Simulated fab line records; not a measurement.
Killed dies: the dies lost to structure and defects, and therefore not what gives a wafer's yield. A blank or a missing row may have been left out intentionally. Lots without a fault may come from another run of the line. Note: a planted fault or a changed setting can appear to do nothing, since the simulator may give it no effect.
What tool caused it?	flow n5 finfet	24 lots with 72 wafers sampled at 6 steps, on a route of 1938 steps

WHAT THE GAUGES SHOWED, per wafer
The record holds no reading of a measuring or inspecting step that can be judged against a usual standard deviation.

WHICH TOOL RAN EACH LOT (tool, then ch and the chambers of the sampled wafers, then the start)
lot	N5_BEOL_M3_STRIP_36	N5_BEOL_M3_STRIP_97	N5_BEOL_M3_ANNEAL_80	N5_BEOL_M3_SPUTTER_86	N5_BEOL_M3_SPUTTER_96	N5_BEOL_M3_CMP_52
L075	rie diel-04 ch 1,2, day 7 20:35	rie diel-04 ch 1,2, day 7 22:20 or earlier	pvd sputter-02, day 7 22:20	pvd sputter-02, day 7 22:41	pvd sputter-02, day 7 23:47	cmp-01 ch 1,2,3, day 8 01:19
L076	rie diel-05 ch 0,1,3, day 8 01:59	rie diel-05 ch 0,1,3, day 8 03:17 or earlier	pvd sputter-02, day 8 03:17	pvd sputter-02, day 8 03:37	pvd sputter-02, day 8 04:43	cmp-02 ch 0,1, day 8 05:13
L074	rie diel-05 ch 2,3, day 8 05:07	rie diel-05 ch 2,3, day 8 06:44 or earlier	pvd sputter-01, day 8 06:44	pvd sputter-01, day 8 07:06	pvd sputter-01, day 8 08:12	cmp-03 ch 2,3, day 8 09:38
L077	rie diel-04 ch 1,2,3, day 8 11:35	rie diel-04 ch 1,2,3, day 8 13:22 or earlier	pvd sputter-03, day 8 13:22	pvd sputter-03, day 8 13:44	pvd sputter-03, day 8 14:50	cmp-01 ch 2,3, day 8 15:25
L078	rie diel-02 ch 0,1,3, day 8 21:41	rie diel-02 ch 0,1,3, day 8 23:59 or earlier	pvd sputter-03, day 8 23:59	pvd sputter-03, day 9 00:21	pvd sputter-03, day 9 01:27	cmp-02 ch 0,2,3, day 9 02:12
L079	rie diel-04 ch 0,2,3, day 9 06:45	rie diel-04 ch 0,2,3, day 9 08:28 or earlier	pvd sputter-01, day 9 08:28	pvd sputter-01, day 9 08:50	pvd sputter-01, day 9 09:56	cmp-03 ch 0,2,3, day 9 10:25
L080	rie diel-02 ch 2,3, day 9 11:55	rie diel-02 ch 2,3, day 9 13:37 or earlier	pvd sputter-02, day 9 13:37	pvd sputter-02, day 9 13:58	pvd sputter-02, day 9 15:04	cmp-01 ch 0,1, day 9 15:34
L083	rie diel-04 ch 0,1, day 9 15:40	rie diel-04 ch 0,1, day 9 17:35 or earlier	pvd sputter-03, day 9 17:35	pvd sputter-03, day 9 17:57	pvd sputter-03, day 9 19:03	cmp-02 ch 0,1, day 9 19:32
L081	rie diel-04 ch 1,2,3, day 10 00:13	rie diel-04 ch 1,2,3, day 10 03:33 or earlier	pvd sputter-03, day 10 03:33	pvd sputter-03, day 10 03:55	pvd sputter-03, day 10 05:01	cmp-02 ch 1,2, day 10 05:55
L084	rie diel-02 ch 1,2, day 10 17:53	rie diel-02 ch 1,2, day 10 19:39 or earlier	pvd sputter-03, day 10 19:39	pvd sputter-03, day 10 20:01	pvd sputter-03, day 10 21:07	cmp-02 ch 0,2,3, day 10 21:43
L082	rie diel-02 ch 1,2,3, day 10 19:47	rie diel-02 ch 1,2,3, day 10 21:26 or earlier	pvd sputter-01, day 10 21:26	pvd sputter-01, day 10 21:47	pvd sputter-01, day 10 22:53	cmp-02 ch 0,1,2, day 10 23:37
L085	rie diel-02 ch 1,2,3, day 10 20:56	rie diel-02 ch 1,2,3, day 10 22:50 or earlier	pvd sputter-03, day 10 22:50	pvd sputter-03, day 10 23:11	pvd sputter-03, day 11 00:17	cmp-03 ch 1,2,3, day 11 00:57
L088	rie diel-02 ch 1,2,3, day 10 22:32	rie diel-02 ch 1,2,3, day 11 00:26 or earlier	pvd sputter-01, day 11 00:26	pvd sputter-01, day 11 00:47	pvd sputter-01, day 11 01:53	cmp-01 ch 0,3, day 11 02:25
L086	rie diel-02 ch 1,2,3, day 11 02:50	rie diel-02 ch 1,2,3, day 11 05:54 or earlier	pvd sputter-02, day 11 05:54	pvd sputter-02, day 11 06:16	pvd sputter-02, day 11 07:22	cmp-03 ch 0,1,2, day 11 08:07
L087	rie diel-02 ch 0,1,3, day 11 10:29	rie diel-02 ch 0,1,3, day 11 12:06 or earlier	pvd sputter-02, day 11 12:06	pvd sputter-02, day 11 12:28	pvd sputter-02, day 11 13:34	cmp-01 ch 1,2,3, day 11 14:03
L089	rie diel-05 ch 0,3, day 11 10:37	rie diel-05 ch 0,3, day 11 12:14 or earlier	pvd sputter-01, day 11 12:14	pvd sputter-01, day 11 12:35	pvd sputter-01, day 11 13:41	cmp-02 ch 2,3, day 11 14:19
L090	rie diel-04 ch 0,1,2, day 11 19:08	rie diel-04 ch 0,1,2, day 11 20:53 or earlier	pvd sputter-01, day 11 20:53	pvd sputter-01, day 11 21:15	pvd sputter-01, day 11 22:21	cmp-03 ch 0,1,3, day 11 22:51
L092	rie diel-04 ch 0,3, day 12 07:57	rie diel-04 ch 0,3, day 12 09:40 or earlier	pvd sputter-01, day 12 09:40	pvd sputter-01, day 12 10:02	pvd sputter-01, day 12 11:08	cmp-02 ch 0,1,2, day 12 11:37
L093	rie diel-02 ch 0,1,3, day 12 11:18	rie diel-02 ch 0,1,3, day 12 12:59 or earlier	pvd sputter-03, day 12 12:59	pvd sputter-03, day 12 13:20	pvd sputter-03, day 12 14:26	cmp-02 ch 0,1,3, day 12 15:12
L091	rie diel-05 ch 1,2,3, day 12 13:24	rie diel-05 ch 1,2,3, day 12 15:22 or earlier	pvd sputter-01, day 12 15:22	pvd sputter-01, day 12 15:44	pvd sputter-01, day 12 16:50	cmp-03 ch 0,1,2, day 12 17:19
L095	rie diel-02 ch 0,3, day 12 14:04	rie diel-02 ch 0,3, day 12 15:32 or earlier	pvd sputter-02, day 12 15:32	pvd sputter-02, day 12 15:54	pvd sputter-02, day 12 17:00	cmp-02 ch 0,1,3, day 12 17:42
L094	rie diel-02 ch 0,3, day 13 01:31	rie diel-02 ch 0,3, day 13 04:52 or earlier	pvd sputter-02, day 13 04:52	pvd sputter-02, day 13 05:14	pvd sputter-02, day 13 06:20	cmp-02 ch 0,1,3, day 13 06:56
L096	rie diel-02 ch 0,2,3, day 13 15:52	rie diel-02 ch 0,2,3, day 13 17:49 or earlier	pvd sputter-02, day 13 17:49	pvd sputter-02, day 13 18:10	pvd sputter-02, day 13 19:16	cmp-03 ch 0,1,3, day 13 19:48
L097	rie diel-04 ch 0,1,3, day 13 19:13	rie diel-04 ch 0,1,3, day 13 21:53 or earlier	pvd sputter-03, day 13 21:53	pvd sputter-03, day 13 22:15	pvd sputter-03, day 13 23:21	cmp-03 ch 0,3, day 14 00:17
- N5_BEOL_M3_STRIP_36: strips in N2/H2.
- N5_BEOL_M3_STRIP_97: strips in N2/H2, time 10 s.
- N5_BEOL_M3_ANNEAL_80: time 240 s.
- N5_BEOL_M3_SPUTTER_86: material Cu, target thk 4.5 nm, time 8.29 s.
- N5_BEOL_M3_SPUTTER_96: material Cu, target thk 4.5 nm, time 8.29 s.
- N5_BEOL_M3_CMP_52: polishes, stops on SiOC, t overpolish 6.8 s, target thk 40 nm.

AS READ BY THE TOOLS THEMSELVES (means over the sampled wafers that have a number; for cases with no such wafer, the mark the record gives instead)
N5_BEOL_M3_STRIP_36.
lot	tool	drypump motor current A (A)	oes product au (a.u.)	rf vpp V (V)	showerhead plenum p Torr (Torr)	throttle valve pct (%)
L075	rie diel-04	5.8	0.82	59.8	2.63	23.71
L076	rie diel-05	5.9	0.76	59.8	2.55	23.96
L074	rie diel-05	5.6	0.84	59.5	2.54	23.69
L077	rie diel-04	5.8	0.78	58.7	2.55	23.87
L078	rie diel-02	5.5	0.87	59.2	2.51	23.89
L079	rie diel-04	5.7	0.85	60.3	2.63	23.84
L080	rie diel-02	5.8	0.90	60.2	2.57	23.98
L083	rie diel-04	5.1	0.77	58.7	2.57	23.38
L081	rie diel-04	5.8	0.78	59.0	2.55	23.87
L084	rie diel-02	5.6	0.87	59.9	2.62	23.80
L082	rie diel-02	5.6	0.88	59.7	2.56	23.90
L085	rie diel-02	5.6	0.88	59.1	2.56	23.90
L088	rie diel-02	5.5	0.88	59.3	2.56	23.91
L086	rie diel-02	5.5	0.87	58.9	2.56	23.92
L087	rie diel-02	5.5	0.83	58.7	2.50	23.92
L089	rie diel-05	5.7	0.80	60.8	2.60	23.76
L090	rie diel-04	5.4	0.80	60.6	2.63	23.56
L092	rie diel-04	5.7	0.80	59.6	2.54	24.00
L093	rie diel-02	5.5	0.82	58.9	2.49	23.92
L091	rie diel-05	5.9	0.77	59.0	2.56	23.89
L095	rie diel-02	5.7	0.82	59.2	2.50	24.00
L094	rie diel-02	5.7	0.81	59.0	2.50	24.00
L096	rie diel-02	5.7	0.79	59.1	2.56	23.94
L097	rie diel-04	5.4	0.87	59.9	2.55	23.66

N5_BEOL_M3_STRIP_97.
lot	tool	drypump motor current A (A)	oes product au (a.u.)	rf vpp V (V)	showerhead plenum p Torr (Torr)	throttle valve pct (%)
L075	rie diel-04	5.8	0.81	59.9	2.63	23.72
L076	rie diel-05	5.9	0.76	59.7	2.55	23.96
L074	rie diel-05	5.6	0.83	58.8	2.54	23.69
L077	rie diel-04	5.9	0.79	59.8	2.55	23.87
L078	rie diel-02	5.5	0.86	59.8	2.51	23.88
L079	rie diel-04	5.7	0.86	59.4	2.63	23.83
L080	rie diel-02	5.8	0.90	59.4	2.57	23.97
L083	rie diel-04	5.1	0.77	59.2	2.57	23.39
L081	rie diel-04	5.8	0.77	59.4	2.55	23.87
L084	rie diel-02	5.6	0.86	59.9	2.62	23.82
L082	rie diel-02	5.5	0.88	59.2	2.56	23.92
L085	rie diel-02	5.5	0.89	59.0	2.56	23.91
L088	rie diel-02	5.6	0.89	58.8	2.56	23.91
L086	rie diel-02	5.5	0.88	59.5	2.56	23.91
L087	rie diel-02	5.5	0.83	58.9	2.50	23.91
L089	rie diel-05	5.7	0.79	59.1	2.60	23.77
L090	rie diel-04	5.4	0.79	59.7	2.63	23.57
L092	rie diel-04	5.7	0.80	58.9	2.54	24.00
L093	rie diel-02	5.5	0.82	58.8	2.50	23.92
L091	rie diel-05	5.9	0.77	58.7	2.56	23.87
L095	rie diel-02	5.7	0.81	58.6	2.50	24.00
L094	rie diel-02	5.7	0.80	58.7	2.50	24.00
L096	rie diel-02	5.8	0.79	59.5	2.56	23.93
L097	rie diel-04	5.4	0.87	59.5	2.55	23.66

N5_BEOL_M3_ANNEAL_80.
lot	tool	heater power w (W)	susceptor temp C (C)
L075	pvd sputter-02	867	400.11
L076	pvd sputter-02	819	400.00
L074	pvd sputter-01	817	399.88
L077	pvd sputter-03	870	400.14
L078	pvd sputter-03	806	400.16
L079	pvd sputter-01	805	400.19
L080	pvd sputter-02	792	399.93
L083	pvd sputter-03	787	400.34
L081	pvd sputter-03	899	400.34
L084	pvd sputter-03	767	400.05
L082	pvd sputter-01	808	400.07
L085	pvd sputter-03	850	400.06
L088	pvd sputter-01	781	400.02
L086	pvd sputter-02	874	399.87
L087	pvd sputter-02	800	399.77
L089	pvd sputter-01	815	400.08
L090	pvd sputter-01	792	399.82
L092	pvd sputter-01	802	399.88
L093	pvd sputter-03	828	399.87
L091	pvd sputter-01	798	400.18
L095	pvd sputter-02	792	400.17
L094	pvd sputter-02	754	400.00
L096	pvd sputter-02	816	400.11
L097	pvd sputter-03	870	399.97

N5_BEOL_M3_SPUTTER_86.
lot	tool	susceptor temp C (C)	throttle valve pct (%)
L075	pvd sputter-02	-19.98	29.9
L076	pvd sputter-02	-19.94	29.8
L074	pvd sputter-01	-20.13	30.5
L077	pvd sputter-03	-20.08	28.9
L078	pvd sputter-03	-19.96	29.5
L079	pvd sputter-01	-20.07	30.2
L080	pvd sputter-02	-19.99	30.1
L083	pvd sputter-03	-19.99	29.9
L081	pvd sputter-03	-19.97	29.4
L084	pvd sputter-03	-19.99	30.6
L082	pvd sputter-01	-19.99	30.0
L085	pvd sputter-03	-19.99	28.8
L088	pvd sputter-01	-20.04	29.9
L086	pvd sputter-02	-19.98	29.9
L087	pvd sputter-02	-19.96	29.8
L089	pvd sputter-01	-20.04	30.6
L090	pvd sputter-01	-19.95	30.0
L092	pvd sputter-01	-19.92	30.5
L093	pvd sputter-03	-19.98	30.1
L091	pvd sputter-01	-20.03	30.2
L095	pvd sputter-02	-19.92	30.0
L094	pvd sputter-02	-19.96	30.0
L096	pvd sputter-02	-20.00	29.8
L097	pvd sputter-03	-19.88	29.3

N5_BEOL_M3_SPUTTER_96.
lot	tool	susceptor temp C (C)	throttle valve pct (%)
L075	pvd sputter-02	-20.00	29.9
L076	pvd sputter-02	-19.97	30.0
L074	pvd sputter-01	-20.05	30.6
L077	pvd sputter-03	-20.01	29.0
L078	pvd sputter-03	-20.07	29.6
L079	pvd sputter-01	-19.93	30.1
L080	pvd sputter-02	-20.06	30.1
L083	pvd sputter-03	-19.99	29.9
L081	pvd sputter-03	-19.96	29.4
L084	pvd sputter-03	-20.06	30.8
L082	pvd sputter-01	-19.89	30.1
L085	pvd sputter-03	-20.04	28.9
L088	pvd sputter-01	-20.08	29.9
L086	pvd sputter-02	-20.11	30.0
L087	pvd sputter-02	-19.86	30.1
L089	pvd sputter-01	-19.94	30.7
L090	pvd sputter-01	-20.05	30.0
L092	pvd sputter-01	-19.98	30.4
L093	pvd sputter-03	-20.06	30.0
L091	pvd sputter-01	-20.00	30.2
L095	pvd sputter-02	-20.03	30.0
L094	pvd sputter-02	-20.08	30.0
L096	pvd sputter-02	-20.01	30.0
L097	pvd sputter-03	-20.02	29.3

N5_BEOL_M3_CMP_52.
lot	tool	barrier field endpoint s (s)	motor current A (A)	overpolish run s (s)	slurry filter dp kPa (kPa)	time to endpoint s (s)
L075	cmp-01	24.5	6.1	6.806	13.57	65.2
L076	cmp-02	23.3	7.2	6.796	13.48	56.3
L074	cmp-03	24.7	6.0	6.797	13.43	62.6
L077	cmp-01	24.7	6.5	6.807	13.53	62.8
L078	cmp-02	23.7	5.9	6.804	13.55	57.9
L079	cmp-03	24.4	5.9	6.801	13.50	61.4
L080	cmp-01	24.5	5.4	6.797	13.53	61.7
L083	cmp-02	23.9	6.7	6.806	13.42	62.8
L081	cmp-02	23.5	7.1	6.796	13.57	58.0
L084	cmp-02	24.3	5.9	6.802	13.42	59.6
L082	cmp-02	24.1	6.5	6.798	13.44	59.7
L085	cmp-03	23.9	5.9	6.786	13.51	60.6
L088	cmp-01	24.3	5.9	6.805	13.31	60.8
L086	cmp-03	24.4	6.0	6.794	13.66	62.2
L087	cmp-01	24.7	5.9	6.796	13.49	62.4
L089	cmp-02	24.9	5.7	6.805	13.37	61.7
L090	cmp-03	24.5	6.2	6.803	13.37	61.7
L092	cmp-02	24.5	6.7	6.804	13.42	61.6
L093	cmp-02	24.9	6.5	6.801	13.45	58.7
L091	cmp-03	24.2	5.9	6.800	13.48	61.7
L095	cmp-02	24.8	6.5	6.798	13.46	58.3
L094	cmp-02	24.7	6.4	6.795	13.64	57.8
L096	cmp-03	24.3	6.2	6.801	13.47	64.1
L097	cmp-03	24.8	6.0	6.813	13.55	63.5

THE ANSWER, worked out from the rows above alone
Rule: what is usual is taken from the lots themselves. The widest of any qualifying gaps counts: lots, ordered by their means at a reading, are off when they make up no more than a third of the lots, leave a main group of 4 or more, and stand apart from it by 3 or more times the standard deviation of that group's means. A main group is skipped when, at the precision printed for the reading in the tables above, its means are all equal. Also off: a lot with no number at a reading for which 4 or more lots have one. Where the step has rows for the other lots, those lots are counted as sound. Order of review: gauges by route order, followed by the tools' own readings, for which a lot's mean as printed above is used. At the first step where some lot is off, the reading lying furthest off is the one used; lots without a number count as furthest.
No lot is off on any of the readings shown, so nothing can be concluded from this.

WHAT HAD BEEN PUT IN BY THE SIMULATOR
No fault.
